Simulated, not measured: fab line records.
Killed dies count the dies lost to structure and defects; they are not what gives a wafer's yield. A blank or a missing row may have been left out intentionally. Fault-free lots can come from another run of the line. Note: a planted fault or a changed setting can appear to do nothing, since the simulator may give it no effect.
Chamber matching | flow nand_harc | 3 sister chambers for NHARC_A_STAIRCASE_DEP_417 on pecvd-04
The step deposits Si3N4, target thk 60 nm. 6 wafers are shown with their chamber, then 7 later ones without.

WAFERS WITH THEIR CHAMBER
wafer  | chamber | heater_power_w (W)
L078.6 | 0       | 693
L080.6 | 1       | 625
L081.4 | 2       | 695
L081.5 | 1       | 667
L091.3 | 0       | 661
L091.4 | 2       | 695

WAFERS WHOSE CHAMBER IS MISSING
wafer  | heater_power_w (W)
L091.5 | 706
L096.3 | 674
L096.4 | 650
L096.5 | 638
L097.3 | 610
L097.5 | 606
L097.6 | 760

THE CHAMBER EACH PASSED THROUGH
wafer  | from the rows above          | in truth
L091.5 | can't be placed: 2 or 0      | 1
L096.3 | can't be placed: 0 or 2 or 1 | 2
L096.4 | can't be placed: 1 or 0 or 2 | 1
L096.5 | can't be placed: 1 or 0      | 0
L097.3 | can't be placed: 1 or 0      | 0
L097.5 | can't be placed: 1 or 0      | 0
L097.6 | can't be placed: 2 or 0      | 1
0 of 7 placed correctly. From these rows, 7 cannot be placed; in 5 the true chamber is one of the candidates. Placed wrongly: 0.
How it was worked out, from the rows above alone: a wafer's distance from a chamber is the root of the sum, over the readings, of the square of ((its reading less the chamber's mean) divided by the reading's scatter). The wafer belongs to the nearest chamber; if the next one is less than 2 further off, it can't be placed. For every chamber, the mean is computed from those of its wafers that are shown. How the scatter is found: for the shown wafers, subtract from each reading the mean of its chamber, square and add these, divide the total by (wafers less chambers), then take the root.
